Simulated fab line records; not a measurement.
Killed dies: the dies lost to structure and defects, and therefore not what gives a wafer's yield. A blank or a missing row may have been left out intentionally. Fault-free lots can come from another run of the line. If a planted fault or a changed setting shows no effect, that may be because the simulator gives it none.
Code-filled problem report in 8D (eight disciplines) form	flow n5Finfet	the parts of the form that need people (team, actions taken, sign-off) are left out

1. THE ISSUE
oesProductAu at N5_BEOL_M3_ETCH_41 reads a mean of 1.29 a.u. on 1 wafer of 1 lot; wafers without a fault read 0.76 a.u. with a standard deviation of 0.089. That puts it +6.0 standard deviations away from the usual mean.
The step: etches SiCN in CH3F/O2, target depth 29.9 nm, time 52.5 s.
First observed at day 14 14:44: wafer L896.4, on rieDiel-04. The record holds 26 wafers of 9 lots with a number at this step. By rule, "out" or "out of limits" means more than 4 standard deviations away from the usual mean. All remaining wafers that have a number are taken as sound.

2. WHAT THIS IS AND IS NOT
question	is	is not
which readings at this step	oesProductAu	mfcArSccm, throttleValvePct
which lots	L896	L879, L880, L884, L885, L886, L887, L888, L899
which wafers of those lots	L896.4	L896.6
read on which tools	rieDiel-04	rieDiel-06
when	from day 14 14:44	up to then (22 sound wafers); but 3 sound wafers of L899 came after

3. THE SUSPECTS, EACH WITH WHAT RULES IT OUT
Counting: a tool at a process step up to the reading stays a suspect if it ran every lot that is out. Sound lots after the first of them don't rule it out here, since some wafers of a struck lot are sound.
- rieDiel-04 at N5_BEOL_M3_ETCH_70 (etches SOC in N2/H2, target depth 80 nm, overetch 16 nm, time 120 s): kept. It processed L896, the lot that is out, at day 14 14:31, and its most recent sound lot before then was L888 at day 12 17:03.
- rieDiel-04 at N5_BEOL_M3_TRENCH_ETCH_37 (etches SiOC in C4F6/O2, target depth 55.555 nm, time 29.2 s): kept. It processed L896, the lot that is out, at day 14 14:44, and its most recent sound lot before then was L888 at day 12 17:17. With no start given for some of its lots, N5_BEOL_M3_TRENCH_ETCH_37 uses the hours and lot order of N5_BEOL_M3_ETCH_41.
- rieDiel-04 at N5_BEOL_M3_ETCH_41 (etches SiCN in CH3F/O2, target depth 29.9 nm, time 52.5 s): kept. It processed L896, the lot that is out, at day 14 14:44, and its most recent sound lot before then was L888 at day 12 17:17. Its own readings are out on those wafers: oesProductAu.
- The sound lot-mates ran in chamber 2 of rieDiel-04 at N5_BEOL_M3_ETCH_70, but the wafers that are out ran in chamber 1.
- The sound lot-mates ran in chamber 2 of rieDiel-04 at N5_BEOL_M3_TRENCH_ETCH_37, but the wafers that are out ran in chamber 1.
- The sound lot-mates ran in chamber 2 of rieDiel-04 at N5_BEOL_M3_ETCH_41, but the wafers that are out ran in chamber 1.
After the count, these remain: rieDiel-04 at N5_BEOL_M3_ETCH_70, rieDiel-04 at N5_BEOL_M3_TRENCH_ETCH_37 and rieDiel-04 at N5_BEOL_M3_ETCH_41.

4. THE CAUSE (what the simulator had put in)
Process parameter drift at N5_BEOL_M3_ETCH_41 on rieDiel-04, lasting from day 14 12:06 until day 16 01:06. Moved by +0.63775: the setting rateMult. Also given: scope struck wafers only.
Counting left 3 suspects, and this tool is among them.

5. THE CHAIN OF EFFECTS, in route order
Rows list readings where the struck wafers' mean (over those with a number) sits beyond 3 standard deviations from the usual. Scope: only readings with a usual standard deviation given in the record; hours: median across lots of the time from each lot's start at the first step in this table that gives one to its start at this step; sigmas: change in usual standard deviations.
hours	step	reading	usual	on struck wafers	change	sigmas
0	N5_BEOL_M3_ETCH_41	oesProductAu	0.76 a.u.	1.29	+0.53	+6.0
Its process steps:
- N5_BEOL_M3_ETCH_41: etches SiCN in CH3F/O2, target depth 29.9 nm, time 52.5 s.
At these later measuring or inspecting steps, every struck wafer for which the step has a row has a number for every such reading, and none has moved that far: N5_BEOL_M4_RC_MEAS_101.

6. WHAT WOULD HAVE CAUGHT IT SOONER
3 hours passed between the start of the fault at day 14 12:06 and the first reading out of limits in this record, taken at day 14 14:44.
